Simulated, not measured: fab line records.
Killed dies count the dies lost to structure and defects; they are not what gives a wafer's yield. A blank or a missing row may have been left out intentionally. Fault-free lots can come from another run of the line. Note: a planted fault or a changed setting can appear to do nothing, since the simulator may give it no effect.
Comparing a struck lot with a sound one    flow nand-harc    14 out of 1159 route steps
Sound: wafers L901.2, L901.5, L901.6. Struck: wafer L920.4 (left out: L920.3, L920.5 of the same lot, which were not struck); the cause appears at the end.
At each step with rows: each side's tool, then ch and its chambers, then its first start. Under that, the readings that differ: sound wafers    struck wafers    difference of the means    sigmas: that difference in standard deviations of wafers without a fault.
alike: same words and numbers on both sides, and readings whose means sit less than 2 such deviations apart. not compared: any withheld reading, any reading some wafer has no value for, any bound like >300 that may hide the same value, and any number with overlapping values for which the record gives no deviation.
A row with sigmas, a row that says differs or no value, or rows on one side alone: a step with any of these is where the two part. When numbers do not overlap yet have no deviation, they are printed without sigmas and do not part them. A reading missing from all wafers of one side parts the sides only when that side holds two or more wafers.

first, 2 steps without rows for these wafers: NHARC_A_SOURCE_PLATE_CVD_03 (deposits poly-Si, target thk 200 nm, time 4000 s); NHARC_A_SOURCE_PLATE_ANNEAL_05 (time 1800 s).
NHARC_A_SOURCE_PLATE_THK_MEAS_06: measures by ellipsometry.
  struck on film-metro-01, day 12 10:44; sound on film-metro-01, day 8 01:55
  alike: thk-nm
NHARC_A_SOURCE_PLATE_INSPECT_08:
  struck on defect-inspect-01, day 12 10:47; sound on defect-inspect-01, day 8 02:01
  alike: raw-defect-count
next comes 1 step that has no rows for these wafers: NHARC_A_ONON_D1_DEP_00 (target thickness 1000 nm).
NHARC_A_ONON_D1_THK_MEAS_02: measures by ellipsometry.
  struck on film-metro-01, day 12 11:22; sound on film-metro-01, day 8 02:36
  alike: thk-nm
next comes 1 step that has no rows for these wafers: NHARC_A_ONON_D1_DEP_03 (target thickness 1000 nm).
NHARC_A_ONON_D1_THK_MEAS_05: measures by ellipsometry.
  struck on film-metro-02, day 12 11:56; sound on film-metro-01, day 8 03:10
  alike: thk-nm
next comes 1 step that has no rows for these wafers: NHARC_A_ONON_D1_DEP_06 (target thickness 1000 nm).
NHARC_A_ONON_D1_THK_MEAS_08: measures by ellipsometry.
  struck on film-metro-02, day 12 12:31; sound on film-metro-02, day 8 03:44
  alike: thk-nm
NHARC_A_ONON_D1_DEP_09: target thk 1000 nm.
  sound on pecvd-onon-01 ch 0, day 8 03:51; struck on pecvd-onon-02 ch 0, day 12 12:41
NHARC_A_ONON_D1_THK_MEAS_11: measures by ellipsometry.
  struck on film-metro-01, day 12 13:06; sound on film-metro-02, day 8 04:19
reading      sound           struck  difference  sigmas
thk-nm (nm)  1024 1025 1023  800     -224        -19
next comes 1 step that has no rows for these wafers: NHARC_A_ONON_D1_DEP_12 (target thickness 1000 nm).
-- the record jumps here: 11 days lie between the struck wafers' starts before and after (it left off in module A_ONON_D1 and takes up again in module END, whose first step shown is number 1159 of the route) --
NHARC_END_SORT_01:
  sound on prober-01 ch 0, day 20 07:04; struck on prober-02 ch 0, day 24 00:26
reading              sound    struck  difference  sigmas
killed-at-other      0 1 0    4       +4          +3
killed-at-periphery  12 6 13  3       -7          -3
  alike: killed-at-array, killed-dies, killed-open, killed-short

WHERE THEY PART
Earliest at NHARC_A_ONON_D1_THK_MEAS_11; latest, in this record, at NHARC_END_SORT_01.

WHY: the cause the simulator had injected
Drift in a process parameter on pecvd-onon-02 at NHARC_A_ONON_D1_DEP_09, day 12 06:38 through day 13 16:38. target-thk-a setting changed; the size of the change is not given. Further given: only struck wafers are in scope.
